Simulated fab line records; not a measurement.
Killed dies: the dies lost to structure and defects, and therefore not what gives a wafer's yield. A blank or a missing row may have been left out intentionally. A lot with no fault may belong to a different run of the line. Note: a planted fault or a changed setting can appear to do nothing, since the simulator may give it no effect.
Chamber matching / flow nand_harc / rie_diel-06 running NHARC_P_GATE_DESCUM_93: 4 sister chambers
The step chemistry O2, time 3 s. 4 wafers are shown with their chamber, then 11 later ones without.

EACH WAFER AND ITS CHAMBER
wafer=L087.1; chamber=0; drypump_motor_current_A (A)=6.1
wafer=L087.3; chamber=3; drypump_motor_current_A (A)=5.7
wafer=L087.5; chamber=1; drypump_motor_current_A (A)=5.4
wafer=L087.2; chamber=2; drypump_motor_current_A (A)=6.1

WAFERS MISSING THEIR CHAMBER
wafer=L087.4; drypump_motor_current_A (A)=5.4
wafer=L087.6; drypump_motor_current_A (A)=6.1
wafer=L088.2; drypump_motor_current_A (A)=5.7
wafer=L088.5; drypump_motor_current_A (A)=6.1
wafer=L088.6; drypump_motor_current_A (A)=5.7
wafer=L092.1; drypump_motor_current_A (A)=5.8
wafer=L092.2; drypump_motor_current_A (A)=6.2
wafer=L092.3; drypump_motor_current_A (A)=6.1
wafer=L092.4; drypump_motor_current_A (A)=5.4
wafer=L092.5; drypump_motor_current_A (A)=5.3
wafer=L092.6; drypump_motor_current_A (A)=6.2

CHAMBER TAKEN BY EACH
wafer=L087.4; from the rows above=1; in truth=1
wafer=L087.6; from the rows above=can't be placed: 0 or 2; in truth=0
wafer=L088.2; from the rows above=3; in truth=3
wafer=L088.5; from the rows above=can't be placed: 0 or 2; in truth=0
wafer=L088.6; from the rows above=3; in truth=3
wafer=L092.1; from the rows above=3; in truth=3
wafer=L092.2; from the rows above=can't be placed: 0 or 2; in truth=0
wafer=L092.3; from the rows above=can't be placed: 0 or 2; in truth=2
wafer=L092.4; from the rows above=1; in truth=1
wafer=L092.5; from the rows above=1; in truth=1
wafer=L092.6; from the rows above=can't be placed: 0 or 2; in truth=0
Correctly placed: 6 of 11. Not placeable from these rows: 5 (in 5, the candidates include the true chamber). 0 placed wrongly.
How it was worked out, from the rows above alone: a wafer's distance from a chamber is the root of the sum, over the readings, of the square of ((its reading less the chamber's mean) divided by the reading's scatter). If the next closest chamber is less than 2 further off than the closest, the wafer can't be placed; otherwise it belongs to the closest. A chamber's mean is the mean of its shown wafers. The scatter (one wafer shown for each chamber): square how far every hidden wafer sits from the nearest shown wafer, average those squares and take the square root.
